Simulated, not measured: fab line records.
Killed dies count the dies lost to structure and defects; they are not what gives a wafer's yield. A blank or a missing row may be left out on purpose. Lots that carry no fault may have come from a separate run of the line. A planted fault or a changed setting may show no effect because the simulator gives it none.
fab line records	flow nandHarc
record: lots: 24	wafers: 72	lastDay: 33
route steps=1302 shown A_M0@1147 A_M1@1182 A_BONDPAD@1202 THIN_TSV@1259
lots untouched by any fault: they come from a run of this same line in which no faults occurred
startH: start of the lot's first displayed wafer, in hours after the record's first day	waitH: hours from the lot's prior step to this one	" same as the row above	L1.1+2: several wafers, shown together as one row	- value missing, or start not given	* or withheld: withheld	< > ~ a bound
route shown NAME@n: NAME is a module with steps in the file, n the number in the route of the first one	usual: average and standard deviation across the fault-free wafers	same: alike in all rows	chamber/n: place in a boat	sites: readings site by site	_std_site: the standard deviation of these	_edge_site: mean of outer sites minus mean of inner sites	radiusMm: how far each site lies from the wafer's centre	mask NAME#n: copy n	behind: tool/chamber where the wafer was last shaped	hold: the reason the lot was held/the length of the hold in hours/how it ended	device: the n, p or np transistor that did not switch	end of line: the tests these same wafers got at the end of their route	where a step has no rows: the recipe by itself	killed: count of dies lost to structure and defects at first sort (not the wafer's yield)	map: a wafer's dies, marking killed ones x, the rest . and places with no die _
set.NAME: setting as actually run; set.NAME@STEP: the setting as run at that earlier step	model.NAME: the simulator's own value behind a step, which no gauge read
a sample of lots followed through the steps of the route, with each step as a table and each wafer as a row
services: the hour from which a tool's chamber was out of use, counted from the record's first day as startH (under 0 if before that day), plus the number of hours and why
== steps ==
step: NHARC_A_M0_CD_MEAS_09
recipe: targetCdNm: 80	landingEnergyEv: 500
usual: cdNm: 80.0/0.73
lot.wafer	tool	chamber	startH	waitH	cdNm
L074.2	cdSem-02	0	518.89	-	79.2
L074.5	"	0	"	"	79.8
L074.6	"	0	"	"	79.6
L076.1	cdSem-01	0	535.86	-	78.0
L076.2	"	0	"	"	78.2
L076.6	"	0	"	"	77.8
L077.1	cdSem-01	0	538.38	-	79.9
L077.2	"	0	"	"	79.1
L077.5	"	0	"	"	78.5
L078.2	cdSem-03	0	556.48	-	80.1
L078.3	"	0	"	"	79.5
L078.6	"	0	"	"	81.4
L079.3	cdSem-01	0	567.19	-	79.6
L079.4	"	0	"	"	79.7
L079.5	"	0	"	"	80.3
L081.2	cdSem-03	0	595.47	-	79.9
L081.3	"	0	"	"	79.9
L081.5	"	0	"	"	79.1
L075.1	cdSem-01	0	599.51	-	80.7
L075.2	"	0	"	"	80.0
L075.3	"	0	"	"	80.4
L080.1	cdSem-03	0	601.62	-	79.6
L080.3	"	0	"	"	81.3
L080.5	"	0	"	"	80.8
L082.1	cdSem-03	0	610.51	-	79.2
L082.2	"	0	"	"	78.5
L082.4	"	0	"	"	79.9
L083.1	cdSem-01	0	614.42	-	80.4
L083.2	"	0	"	"	80.4
L083.6	"	0	"	"	79.3
L084.1	cdSem-01	0	614.86	-	79.7
L084.2	"	0	"	"	80.7
L084.6	"	0	"	"	79.7
L085.1	cdSem-03	0	635.78	-	80.4
L085.3	"	0	"	"	80.1
L085.6	"	0	"	"	80.3
L086.1	cdSem-01	0	645.47	-	80.3
L086.3	"	0	"	"	80.3
L086.5	"	0	"	"	79.4
L087.1	cdSem-02	0	660.84	-	80.2
L087.4	"	0	"	"	79.0
L087.6	"	0	"	"	79.4
L090.1	cdSem-01	0	666.02	-	79.4
L090.3	"	0	"	"	80.1
L090.6	"	0	"	"	80.9
L089.1	cdSem-01	0	666.89	-	78.9
L089.4	"	0	"	"	79.7
L089.5	"	0	"	"	80.2
L088.1	cdSem-03	0	677.55	-	80.1
L088.5	"	0	"	"	79.2
L088.6	"	0	"	"	79.1
L092.2	cdSem-02	0	679.29	-	80.8
L092.3	"	0	"	"	79.7
L092.4	"	0	"	"	79.7
L091.2	cdSem-01	0	682.85	-	79.6
L091.4	"	0	"	"	80.4
L091.6	"	0	"	"	79.3
L093.3	cdSem-03	0	704.00	-	80.3
L093.5	"	0	"	"	80.2
L093.6	"	0	"	"	79.7
L095.1	cdSem-03	0	736.41	-	80.6
L095.5	"	0	"	"	79.9
L095.6	"	0	"	"	79.5
L096.1	cdSem-03	0	739.41	-	79.5
L096.3	"	0	"	"	81.7
L096.5	"	0	"	"	80.4
L094.1	cdSem-01	0	743.02	-	81.0
L094.4	"	0	"	"	80.5
L094.5	"	0	"	"	81.1
L097.1	cdSem-01	0	746.50	-	80.1
L097.3	"	0	"	"	80.6
L097.6	"	0	"	"	79.5
step: NHARC_A_M1_DESCUM_14
recipe: timeS: 3	o2FlowSccm: 200	arFlowSccm: 0	biasPowerW: 0	chemistry: O2
usual: drypumpMotorCurrentA: 5.8/0.33	mfcArSccm: 0.008/0.0099	oesProductAu: 1.000/0.0085	rfVppV: 58.0/0.99	showerheadPlenumPTorr: 1.97/0.075	throttleValvePct: 11.311/0.0087
same: biasPowerW: 0	timeS: 3
lot.wafer	tool	chamber	startH	waitH	drypumpMotorCurrentA	mfcArSccm	oesProductAu	rfHoursCounterH	rfVppV	showerheadPlenumPTorr	throttleValvePct
L074.2	rieDiel-03	0	523.14	0.1	5.0	0.002	1.002	2	58.6	2.04	11.313
L074.6	"	1	"	"	5.8	0.022	1.001	-	57.5	2.02	11.313
L074.5	"	2	"	"	5.4	0	0.991	-	56.4	1.81	11.317
L076.1	rieDiel-10	1	540.11	0.1	6.0	0	0.991	3	58.3	1.92	11.309
L076.2	"	3	"	"	6.0	0.029	0.988	2	57.9	1.99	11.307
L076.6	"	1	"	"	5.9	0	0.996	-	58.2	1.92	11.316
L077.2	rieDiel-03	1	542.88	0.1	5.9	0.022	0.993	3	59.9	2.02	11.307
L077.1	"	0	"	"	5.0	0.002	1.000	2	58.3	2.04	11.315
L077.5	"	2	"	"	5.4	0	1.007	-	58.1	1.81	11.310
L078.2	rieDiel-02	1	560.71	0.1	6.2	0.019	0.995	10	58.3	1.92	11.300
L078.3	"	3	"	"	6.1	0.003	1.010	10	57.3	1.93	11.324
L078.6	"	2	"	"	6.1	0.005	1.003	-	58.1	2.00	11.300
L079.4	rieDiel-03	2	571.33	0.1	5.4	0	0.997	4	57.5	1.81	11.297
L079.3	"	3	"	"	5.9	0	1.003	4	57.6	2.00	11.321
L079.5	"	1	"	"	5.9	0.022	0.993	-	57.4	2.02	11.313
L081.2	rieDiel-02	2	599.78	0.1	6.1	0.005	0.988	2	58.3	2.00	11.304
L081.3	"	1	"	"	6.1	0.019	0.999	2	57.7	1.92	11.313
L081.5	"	2	"	"	6.1	0.005	1.004	-	57.3	2.00	11.305
L075.2	rieDiel-03	3	604.11	0.1	5.9	0	0.999	5	59.4	2.00	11.310
L075.3	"	0	"	"	5.0	0.002	0.999	5	59.1	2.04	11.294
L075.1	"	1	"	"	5.9	0.022	1.009	5	58.8	2.02	11.307
L080.3	rieDiel-02	0	606.10	0.1	6.0	0	1.008	3	59.0	2.01	11.296
L080.1	"	2	"	"	6.1	0.005	0.993	3	57.7	2.00	11.296
L080.5	"	0	"	"	6.0	0	1.012	-	57.4	2.01	11.323
L082.2	rieDiel-10	1	615.11	0.1	6.0	0	1.000	0	57.8	1.92	11.304
L082.4	"	2	"	"	5.7	0.010	1.010	0	56.9	2.06	11.295
L082.1	"	0	"	"	6.0	0.006	1.011	0	57.0	2.02	11.309
L083.2	rieDiel-03	3	618.63	0.1	5.9	0	0.985	6	58.0	2.00	11.315
L083.1	"	0	"	"	5.0	0.002	0.995	7	59.2	2.04	11.324
L083.6	"	2	"	"	5.4	0	0.983	-	57.6	1.80	11.303
L084.2	rieDiel-03	1	619.32	0.1	5.9	0.022	1.008	7	58.3	2.02	11.305
L084.1	"	0	"	"	5.0	0.002	0.988	7	59.1	2.04	11.303
L084.6	"	2	"	"	5.4	0	0.998	-	57.1	1.81	11.320
L085.3	rieDiel-02	3	640.05	0.1	6.1	0.003	1.011	5	56.8	1.93	11.307
L085.1	"	0	"	"	6.0	0	0.999	6	57.9	2.01	11.309
L085.6	"	2	"	"	6.1	0.005	0.996	-	57.7	2.00	11.313
L086.1	rieDiel-03	1	650.13	0.1	5.8	0.022	1.006	0	58.2	2.02	11.311
L086.3	"	3	"	"	6.0	0	1.002	0	57.8	2.00	11.318
L086.5	"	1	"	"	5.8	0.022	0.998	-	57.8	2.02	11.304
L087.1	rieDiel-03	0	665.07	0.1	5.0	0.002	1.004	0	58.6	2.04	11.292
L087.4	"	1	"	"	5.8	0.022	1.015	0	57.3	2.02	11.313
L087.6	"	2	"	"	5.4	0	1.007	-	56.7	1.80	11.307
L090.3	rieDiel-10	0	671.34	0.1	6.1	0.006	1.001	1	58.5	2.02	11.312
L090.1	"	3	"	"	6.0	0.029	1.000	1	56.8	1.99	11.309
L090.6	"	1	"	"	5.9	0	0.995	-	55.5	1.92	11.327
L089.1	rieDiel-03	1	671.89	0.1	5.8	0.022	0.993	1	56.7	2.02	11.311
L089.4	"	2	"	"	5.4	0	0.997	1	57.1	1.80	11.307
L089.5	"	3	"	"	5.9	0	0.995	-	60.1	2.00	11.298
L088.1	rieDiel-10	1	681.73	0.1	5.9	0	0.996	1	59.5	1.92	11.312
L088.6	"	2	"	"	5.8	0.010	0.995	-	59.8	2.06	11.309
L088.5	"	3	"	"	5.9	0.029	0.987	-	56.8	1.99	11.313
L092.3	rieDiel-03	1	683.61	0.1	5.8	0.022	1.016	1	55.9	2.02	11.318
L092.4	"	3	"	"	6.0	0	1.004	1	58.8	2.00	11.311
L092.2	"	0	"	"	5.0	0.002	1.011	1	59.2	2.04	11.322
L091.4	rieDiel-10	1	687.27	0.1	6.0	0	0.995	1	57.3	1.92	11.306
L091.2	"	2	"	"	5.8	0.010	0.998	1	57.9	2.06	11.334
L091.6	"	1	"	"	5.9	0	1.001	-	57.9	1.92	11.306
L093.3	rieDiel-10	2	708.29	0.1	5.8	0.010	1.023	1	58.0	2.06	11.317
L093.5	"	2	"	"	5.8	0.010	1.021	-	57.9	2.06	11.318
L093.6	"	3	"	"	6.0	0.029	1.012	-	55.9	1.99	11.319
L095.1	rieDiel-10	0	740.55	0.1	6.0	0.006	1.004	3	58.5	2.02	11.313
L095.5	"	1	"	"	6.0	0	0.996	-	58.5	1.92	11.307
L095.6	"	2	"	"	5.7	0.010	1.001	-	58.1	2.06	11.307
L096.3	rieDiel-02	0	743.61	0.1	6.0	0	1.003	10	58.6	2.00	11.298
L096.1	"	3	"	"	6.1	0.003	1.010	11	57.1	1.93	11.326
L096.5	"	1	"	"	6.1	0.019	1.008	-	57.5	1.92	11.308
L094.4	rieDiel-02	1	747.33	0.1	6.1	0.019	1.007	12	57.9	1.92	11.330
L094.1	"	2	"	"	6.1	0.005	0.993	12	57.1	1.99	11.315
L094.5	"	1	"	"	6.1	0.019	0.999	-	57.2	1.92	11.312
L097.1	rieDiel-10	2	751.25	0.1	5.8	0.010	1.009	3	57.6	2.06	11.305
L097.3	"	0	"	"	6.0	0.006	0.998	3	56.4	2.02	11.299
L097.6	"	3	"	"	6.0	0.029	0.993	-	59.6	1.99	11.317
step: NHARC_A_M1_THK_MEAS_24
recipe: thkMeasGauge: xrf
usual: thkNm: 154.4/1.6
lot.wafer	tool	chamber	startH	waitH	thkNm
L074.2	filmMetro-02	-	525.54	-	151.8
L074.5	"	-	"	"	152.7
L074.6	"	-	"	"	153.0
L076.1	filmMetro-02	-	542.58	-	153.3
L076.2	"	-	"	"	153.4
L076.6	"	-	"	"	155.9
L077.1	filmMetro-02	-	545.36	-	151.8
L077.2	"	-	"	"	154.1
L077.5	"	-	"	"	153.8
L078.2	filmMetro-01	-	563.13	-	156.1
L078.3	"	-	"	"	153.8
L078.6	"	-	"	"	156.7
L079.3	filmMetro-02	-	573.75	-	153.3
L079.4	"	-	"	"	155.0
L079.5	"	-	"	"	155.7
L081.2	filmMetro-01	-	602.64	-	155.6
L081.3	"	-	"	"	153.8
L081.5	"	-	"	"	154.6
L075.1	filmMetro-01	-	606.52	-	153.3
L075.2	"	-	"	"	154.1
L075.3	"	-	"	"	153.1
L080.1	filmMetro-01	-	608.50	-	156.5
L080.3	"	-	"	"	154.2
L080.5	"	-	"	"	155.9
L082.1	filmMetro-01	-	617.86	-	152.4
L082.2	"	-	"	"	154.6
L082.4	"	-	"	"	152.4
L083.1	filmMetro-01	-	621.33	-	154.0
L083.2	"	-	"	"	154.2
L083.6	"	-	"	"	155.1
L084.1	filmMetro-02	-	622.05	-	155.1
L084.2	"	-	"	"	156.2
L084.6	"	-	"	"	157.6
L085.1	filmMetro-02	-	642.89	-	152.5
L085.3	"	-	"	"	155.1
L085.6	"	-	"	"	151.1
L086.1	filmMetro-01	-	652.55	-	151.8
L086.3	"	-	"	"	155.3
L086.5	"	-	"	"	154.7
L087.1	filmMetro-01	-	667.52	-	153.3
L087.4	"	-	"	"	155.2
L087.6	"	-	"	"	155.6
L090.1	filmMetro-01	-	673.76	-	151.9
L090.3	"	-	"	"	151.9
L090.6	"	-	"	"	151.4
L089.1	filmMetro-01	-	674.33	-	154.8
L089.4	"	-	"	"	155.1
L089.5	"	-	"	"	156.8
L088.1	filmMetro-02	-	684.11	-	155.5
L088.5	"	-	"	"	157.6
L088.6	"	-	"	"	154.3
L092.2	filmMetro-02	-	686.04	-	153.1
L092.3	"	-	"	"	156.4
L092.4	"	-	"	"	154.0
L091.2	filmMetro-02	-	689.69	-	153.1
L091.4	"	-	"	"	155.3
L091.6	"	-	"	"	156.1
L093.3	filmMetro-01	-	710.70	-	153.7
L093.5	"	-	"	"	154.8
L093.6	"	-	"	"	151.8
L095.1	filmMetro-02	-	743.03	-	152.7
L095.5	"	-	"	"	152.7
L095.6	"	-	"	"	154.1
L096.1	filmMetro-02	-	746.02	-	153.3
L096.3	"	-	"	"	154.3
L096.5	"	-	"	"	152.2
L094.1	filmMetro-02	-	749.75	-	154.9
L094.4	"	-	"	"	156.9
L094.5	"	-	"	"	156.5
L097.1	filmMetro-02	-	753.66	-	156.9
L097.3	"	-	"	"	153.9
L097.6	"	-	"	"	156.2
step: NHARC_A_BONDPAD_DEP_00
recipe: targetThkA: 2500	tempC: 370	targetThkNm: 250	pressureTorr: 3	flowSccm: 200	rfW: 450	material: SiCN
usual: heaterPowerW: 591/87
lot.wafer	tool	chamber	startH	waitH	heaterPowerW
L074.2	pecvd-03	1	526.40	-	581
L074.6	"	1	"	"	597
L074.5	"	2	"	"	502
L076.1	pecvd-01	1	543.48	-	522
L076.2	"	2	"	"	514
L076.6	"	2	"	"	517
L077.2	pecvd-01	1	546.23	-	525
L077.1	"	0	"	"	791
L077.5	"	2	"	"	520
L078.2	pecvd-01	2	-	-	571
L078.3	"	0	"	"	761
L078.6	"	0	"	"	778
L079.3	pecvd-03	0	574.64	-	609
L079.4	"	2	"	"	546
L079.5	"	0	"	"	489
L081.2	pecvd-02	0	603.50	-	569
L081.3	"	2	"	"	609
L081.5	"	0	"	"	579
L075.3	pecvd-03	2	607.37	-	550
L075.2	"	0	"	"	502
L075.1	"	1	"	"	591
L080.1	pecvd-03	2	609.35	-	500
L080.3	"	1	"	"	652
L080.5	"	1	"	"	663
L082.1	pecvd-03	1	618.72	-	642
L082.2	"	2	"	"	487
L082.4	"	0	"	"	600
L083.1	pecvd-01	2	-	-	514
L083.2	"	1	"	"	517
L083.6	"	1	"	"	541
L084.1	pecvd-02	0	622.90	-	570
L084.2	"	2	"	"	560
L084.6	"	1	"	"	672
L085.3	pecvd-03	2	644.15	-	537
L085.1	"	0	"	"	609
L085.6	"	2	"	"	554
L086.3	pecvd-03	1	653.40	-	652
L086.1	"	0	"	"	550
L086.5	"	2	"	"	455
L087.1	pecvd-03	1	670.36	-	664
L087.6	"	1	"	"	666
L087.4	"	2	"	"	510
L090.1	pecvd-03	1	674.61	-	619
L090.3	"	0	"	"	606
L090.6	"	1	"	"	615
L089.1	pecvd-02	2	675.27	-	633
L089.5	"	0	"	"	579
L089.4	"	2	"	"	630
L088.1	pecvd-03	0	685.01	-	600
L088.6	"	2	"	"	563
L088.5	"	0	"	"	598
L092.2	pecvd-02	1	686.90	-	642
L092.3	"	2	"	"	609
L092.4	"	1	"	"	661
L091.2	pecvd-01	2	690.60	-	559
L091.4	"	1	"	"	448
L091.6	"	0	"	"	791
L093.3	pecvd-01	0	711.60	-	823
L093.6	"	2	"	"	526
L093.5	"	0	"	"	827
L095.1	pecvd-03	0	743.89	-	503
L095.5	"	1	"	"	554
L095.6	"	2	"	"	483
L096.3	pecvd-03	0	746.93	-	525
L096.1	"	1	"	"	634
L096.5	"	2	"	"	507
L094.1	pecvd-01	1	751.04	-	464
L094.4	"	1	"	"	468
L094.5	"	0	"	"	758
L097.3	pecvd-01	1	754.58	-	529
L097.1	"	2	"	"	598
L097.6	"	2	"	"	606
step: NHARC_A_BONDPAD_INSPECT_23
usual: rawDefectCount: 552/120
lot.wafer	tool	chamber	startH	waitH	rawDefectCount
L074.2	defectInspect-01	-	530.39	0.0	524
L074.5	"	-	"	"	528
L074.6	"	-	"	"	547
L076.1	defectInspect-02	-	547.50	0.0	477
L076.2	"	-	"	"	614
L076.6	"	-	"	"	512
L077.1	defectInspect-01	-	550.12	0.0	542
L077.2	"	-	"	"	539
L077.5	"	-	"	"	797
L078.2	defectInspect-02	-	568.11	0.0	373
L078.3	"	-	"	"	345
L078.6	"	-	"	"	427
L079.3	defectInspect-01	-	578.67	0.0	538
L079.4	"	-	"	"	538
L079.5	"	-	"	"	454
L081.2	defectInspect-02	-	607.35	0.0	568
L081.3	"	-	"	"	593
L081.5	"	-	"	"	709
L075.1	defectInspect-02	-	611.28	0.0	811
L075.2	"	-	"	"	637
L075.3	"	-	"	"	632
L080.1	defectInspect-02	-	613.34	0.0	703
L080.3	"	-	"	"	443
L080.5	"	-	"	"	532
L082.1	defectInspect-01	-	623.11	0.0	748
L082.2	"	-	"	"	616
L082.4	"	-	"	"	571
L083.1	defectInspect-01	-	626.59	0.0	474
L083.2	"	-	"	"	527
L083.6	"	-	"	"	424
L084.1	defectInspect-01	-	626.80	0.0	386
L084.2	"	-	"	"	518
L084.6	"	-	"	"	488
L085.1	defectInspect-02	-	648.16	0.0	574
L085.3	"	-	"	"	604
L085.6	"	-	"	"	552
L086.1	defectInspect-02	-	657.38	0.0	432
L086.3	"	-	"	"	505
L086.5	"	-	"	"	452
L087.1	defectInspect-02	-	674.42	0.0	442
L087.4	"	-	"	"	563
L087.6	"	-	"	"	366
L090.1	defectInspect-01	-	678.73	0.0	466
L090.3	"	-	"	"	525
L090.6	"	-	"	"	409
L089.1	defectInspect-02	-	679.16	0.0	531
L089.4	"	-	"	"	556
L089.5	"	-	"	"	619
L088.1	defectInspect-02	-	688.97	0.0	497
L088.5	"	-	"	"	476
L088.6	"	-	"	"	542
L092.2	defectInspect-01	-	690.79	0.0	373
L092.3	"	-	"	"	402
L092.4	"	-	"	"	461
L091.2	defectInspect-01	-	695.09	0.0	633
L091.4	"	-	"	"	639
L091.6	"	-	"	"	622
L093.3	defectInspect-01	-	715.56	0.0	707
L093.5	"	-	"	"	553
L093.6	"	-	"	"	623
L095.1	defectInspect-01	-	748.46	0.0	563
L095.5	"	-	"	"	523
L095.6	"	-	"	"	777
L096.1	defectInspect-01	-	750.75	0.0	539
L096.3	"	-	"	"	429
L096.5	"	-	"	"	501
L094.1	defectInspect-01	-	754.99	0.1	508
L094.4	"	-	"	"	553
L094.5	"	-	"	"	498
L097.1	defectInspect-01	-	758.51	0.0	513
L097.3	"	-	"	"	450
L097.6	"	-	"	"	907
step: NHARC_THIN_TSV_CD_MEAS_12
recipe: targetCdNm: 1000	landingEnergyEv: 500
usual: cdNm: 1000.2/1.9
lot.wafer	tool	chamber	startH	waitH	cdNm
L074.2	cdSem-03	0	544.29	-	997.1
L074.5	"	0	"	"	999.7
L074.6	"	0	"	"	1001.8
L076.1	cdSem-03	0	561.26	-	1001.0
L076.2	"	0	"	"	1001.3
L076.6	"	0	"	"	1000.2
L077.1	cdSem-01	0	562.44	-	999.8
L077.2	"	0	"	"	997.3
L077.5	"	0	"	"	998.8
L078.2	cdSem-01	0	581.44	-	996.3
L078.3	"	0	"	"	997.7
L078.6	"	0	"	"	996.1
L079.3	cdSem-03	0	592.56	-	999.6
L079.4	"	0	"	"	1001.5
L079.5	"	0	"	"	999.6
L075.1	cdSem-03	0	620.87	-	1001.7
L075.2	"	0	"	"	998.9
L075.3	"	0	"	"	1001.9
L081.2	cdSem-03	0	622.08	-	1003.6
L081.3	"	0	"	"	1001.1
L081.5	"	0	"	"	1003.1
L080.1	cdSem-01	0	628.25	-	997.2
L080.3	"	0	"	"	999.5
L080.5	"	0	"	"	1000.6
L082.1	cdSem-03	0	638.00	-	997.5
L082.2	"	0	"	"	1000.0
L082.4	"	0	"	"	1000.2
L084.1	cdSem-01	0	639.25	-	999.2
L084.2	"	0	"	"	1001.5
L084.6	"	0	"	"	1004.0
L083.1	cdSem-01	0	640.29	-	1001.1
L083.2	"	0	"	"	1002.3
L083.6	"	0	"	"	1000.3
L085.1	cdSem-02	0	661.78	-	998.9
L085.3	"	0	"	"	1001.7
L085.6	"	0	"	"	998.3
L086.1	cdSem-01	0	671.09	-	1004.9
L086.3	"	0	"	"	1001.4
L086.5	"	0	"	"	1000.8
L087.1	cdSem-01	0	689.67	-	999.2
L087.4	"	0	"	"	997.3
L087.6	"	0	"	"	999.2
L090.1	cdSem-01	0	690.93	-	1000.3
L090.3	"	0	"	"	999.1
L090.6	"	0	"	"	999.1
L089.1	cdSem-03	0	693.48	-	997.9
L089.4	"	0	"	"	1000.5
L089.5	"	0	"	"	997.9
L088.1	cdSem-03	0	701.29	-	998.2
L088.5	"	0	"	"	998.5
L088.6	"	0	"	"	1000.1
L092.2	cdSem-02	0	702.48	-	999.5
L092.3	"	0	"	"	1002.1
L092.4	"	0	"	"	1003.9
L091.2	cdSem-03	0	707.14	-	1000.9
L091.4	"	0	"	"	996.9
L091.6	"	0	"	"	999.1
L093.3	cdSem-03	0	728.41	-	1000.5
L093.5	"	0	"	"	1001.5
L093.6	"	0	"	"	1001.7
L095.1	cdSem-02	0	760.67	-	1001.5
L095.5	"	0	"	"	998.8
L095.6	"	0	"	"	1000.6
L096.1	cdSem-01	0	761.90	-	1000.1
L096.3	"	0	"	"	998.9
L096.5	"	0	"	"	998.2
L094.1	cdSem-03	0	767.09	-	999.1
L094.4	"	0	"	"	1000.8
L094.5	"	0	"	"	998.6
L097.1	cdSem-03	0	771.57	-	1000.9
L097.3	"	0	"	"	999.5
L097.6	"	0	"	"	999.2
== services ==
tool	chamber	startH	hours	kind
rieDiel-10	3	535.00	4.7	repair
rieDiel-10	2	539.60	7.2	repair
pecvd-03	-	547.20	13.0	pm
pecvd-03	0	547.20	13.0	ventCycle
pecvd-03	1	547.20	13.0	ventCycle
pecvd-02	0	562.56	5.1	repair
rieDiel-02	-	570.70	9.0	pm
pecvd-01	-	588.60	0.9	repair
pecvd-02	-	589.00	13.0	pm
pecvd-01	-	594.35	3.7	repair
rieDiel-10	-	596.50	9.0	pm
pecvd-03	2	622.86	7.9	repair
pecvd-01	0	626.42	19.4	repair
rieDiel-03	-	635.30	9.0	pm
rieDiel-02	1	635.45	14.8	repair
pecvd-01	-	648.96	0.8	repair
pecvd-02	2	652.37	6.6	repair
rieDiel-10	0	671.68	3.9	repair
pecvd-01	-	673.93	13.0	pm
rieDiel-02	0	675.96	24.6	repair
rieDiel-02	3	687.55	3.8	repair
pecvd-03	-	728.33	13.0	pm
rieDiel-03	2	747.00	8.8	repair
rieDiel-02	-	747.70	9.0	pm
== key ==
fault none
